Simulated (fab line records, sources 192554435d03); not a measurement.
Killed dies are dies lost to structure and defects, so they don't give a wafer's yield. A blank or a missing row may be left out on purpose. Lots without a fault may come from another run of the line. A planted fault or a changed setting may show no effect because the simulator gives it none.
Which tool did it? | flow n5_finfet | 23 lots, 69 wafers sampled, at 2 steps of a route of 1938

WHAT THE GAUGES READ, wafer by wafer
N5_PMOS_HMC_CHANNEL_EPI_INSPECT_30: inspects for defects (darkfield).
lot  | measured    | on                | raw_defect_count
L074 | day 1 20:28 | defect_inspect-01 | 17 18 12
L075 | day 2 03:10 | defect_inspect-02 | 20 30 37
L076 | day 2 08:29 | defect_inspect-01 | 8 23 14
L077 | day 2 14:46 | defect_inspect-02 | 13 20 12
L078 | day 2 20:23 | defect_inspect-02 | 19 32 15
L079 | day 3 04:32 | defect_inspect-02 | 19 16 10
L080 | day 3 08:44 | defect_inspect-01 | 11 14 16
L081 | day 3 15:12 | defect_inspect-01 | 16 22 15
L082 | day 3 20:50 | defect_inspect-01 | 19 17 17
L083 | day 4 04:40 | defect_inspect-02 | 24 21 16
L084 | day 4 08:26 | defect_inspect-01 | 22 18 23
L085 | day 4 13:59 | defect_inspect-02 | 25 28 23
L086 | day 4 20:50 | defect_inspect-02 | 23 22 16
L087 | day 5 03:53 | defect_inspect-01 | 22 15 12
L088 | day 5 08:38 | defect_inspect-01 | 11 23 8
L089 | day 5 14:23 | defect_inspect-02 | 37 43 23
L090 | day 5 19:53 | defect_inspect-02 | 21 24 13
L091 | day 6 02:06 | defect_inspect-01 | 18 19 29
L092 | day 6 08:23 | defect_inspect-02 | 10 14 20
L094 | day 6 22:41 | defect_inspect-01 | 28 20 19
L095 | day 7 02:00 | defect_inspect-01 | 15 15 25
L096 | day 7 08:31 | defect_inspect-01 | 19 17 20
L097 | day 7 14:28 | defect_inspect-01 | 8 20 17

WHICH TOOL RAN EACH LOT (tool, then ch and the chambers of the sampled wafers, then the start)
lot  | N5_WELL_APT_DESCUM_13
L074 | rie_diel-01 ch 1,2, day 1 13:44
L075 | rie_diel-02 ch 1,2,3, day 1 20:12
L076 | rie_diel-02 ch 0,1, day 2 01:46
L077 | rie_diel-05 ch 1,2,3, day 2 07:50
L078 | rie_diel-01 ch 1,2,3, day 2 13:42
L079 | rie_diel-05 ch 2,3, day 2 20:34
L080 | rie_diel-02 ch 0,1,2, day 3 01:45
L081 | rie_diel-01 ch 2,3, day 3 07:55
L082 | rie_diel-05 ch 1,2, day 3 14:41
L083 | rie_diel-05 ch 0,1, day 3 21:25
L084 | rie_diel-01 ch 0,1, day 4 01:41
L085 | rie_diel-05 ch 0,1,2, day 4 07:42
L086 | rie_diel-02 ch 0,3, day 4 13:41
L087 | rie_diel-01 ch 0,3, day 4 20:10
L088 | rie_diel-01 ch 0,2,3, day 5 02:11
L089 | rie_diel-05 ch 1,2,3, day 5 07:52
L090 | rie_diel-05 ch 1,3, day 5 13:51
L091 | rie_diel-02 ch 2,3, day 5 19:38
L092 | rie_diel-01 ch 1,3, day 6 01:48
L094 | rie_diel-01 ch 0,3, day 6 16:35
L095 | rie_diel-01 ch 0,1, day 6 19:41
L096 | rie_diel-05 ch 1,2,3, day 7 01:38
L097 | rie_diel-01 ch 0,1,3, day 7 07:46
- N5_WELL_APT_DESCUM_13: chemistry O2, time 7.9 s.

WHAT THE TOOLS THEMSELVES READ (means of the sampled wafers that have a number; where no wafer has one, the mark that the record gives instead)
N5_WELL_APT_DESCUM_13.
lot  | tool        | drypump_motor_current_A (A) | oes_product_au (a.u.) | rf_vpp_V (V) | showerhead_plenum_p_Torr (Torr) | throttle_valve_pct (%)
L074 | rie_diel-01 | 5.7                         | 0.72                  | 242.6        | 2.077                           | 20.66
L075 | rie_diel-02 | 6.1                         | 0.79                  | 243.4        | 2.110                           | 20.38
L076 | rie_diel-02 | 5.8                         | 0.81                  | 243.1        | 2.065                           | 20.33
L077 | rie_diel-05 | 5.6                         | 0.75                  | 242.5        | 2.060                           | 20.54
L078 | rie_diel-01 | 5.4                         | 0.73                  | 244.2        | 2.081                           | 20.58
L079 | rie_diel-05 | 5.5                         | 0.75                  | 242.5        | 2.063                           | 20.66
L080 | rie_diel-02 | 5.9                         | 0.78                  | 243.3        | 2.079                           | 20.45
L081 | rie_diel-01 | 5.4                         | 0.72                  | 243.1        | 2.074                           | 20.68
L082 | rie_diel-05 | 5.4                         | 0.75                  | 241.1        | 2.032                           | 20.44
L083 | rie_diel-05 | 5.7                         | 0.73                  | 242.7        | 2.077                           | 20.45
L084 | rie_diel-01 | 6.3                         | 0.87                  | 242.2        | 2.065                           | 20.13
L085 | rie_diel-05 | 5.4                         | 0.74                  | 242.8        | 2.055                           | 20.43
L086 | rie_diel-02 | 5.7                         | 0.81                  | 242.5        | 2.063                           | 20.38
L087 | rie_diel-01 | 5.4                         | 0.82                  | 243.4        | 2.074                           | 20.33
L088 | rie_diel-01 | 5.7                         | 0.79                  | 242.6        | 2.066                           | 20.43
L089 | rie_diel-05 | 5.6                         | 0.74                  | 242.7        | 2.050                           | 20.58
L090 | rie_diel-05 | 5.8                         | 0.73                  | 242.7        | 2.075                           | 20.70
L091 | rie_diel-02 | 6.0                         | 0.77                  | 243.0        | 2.103                           | 20.45
L092 | rie_diel-01 | 5.1                         | 0.73                  | 243.6        | 2.076                           | 20.54
L094 | rie_diel-01 | 5.9                         | 0.85                  | 242.3        | 2.059                           | 20.18
L095 | rie_diel-01 | 6.2                         | 0.83                  | 242.7        | 2.057                           | 20.18
L096 | rie_diel-05 | 5.6                         | 0.72                  | 242.7        | 2.046                           | 20.61
L097 | rie_diel-01 | 5.7                         | 0.77                  | 243.0        | 2.064                           | 20.37

THE ANSWER, worked out from the rows above alone
Rule: what is usual is taken from the lots themselves. Put in order of their means at a reading, lots are off if they are a third of the lots or fewer, leave a main group of 4 or more, and stand apart from it by a gap of 3 or more times the standard deviation of the main group's means; of several such gaps the widest counts. A main group whose means are all the same, to the digits that the tables above print for the reading, isn't used. A lot without any number at a reading at which 4 lots or more have one is off too. The other lots that the step has rows for count as sound. The gauges are gone through in route order, then the tools' own readings, and for those a lot's mean is taken as printed above. The first step at which some lot is off is used, and at that step the reading that is off furthest; a lot without a number counts as furthest.
No lot is off at any reading shown: from this, nothing can be told.

WHAT THE SIMULATOR HAD PUT IN
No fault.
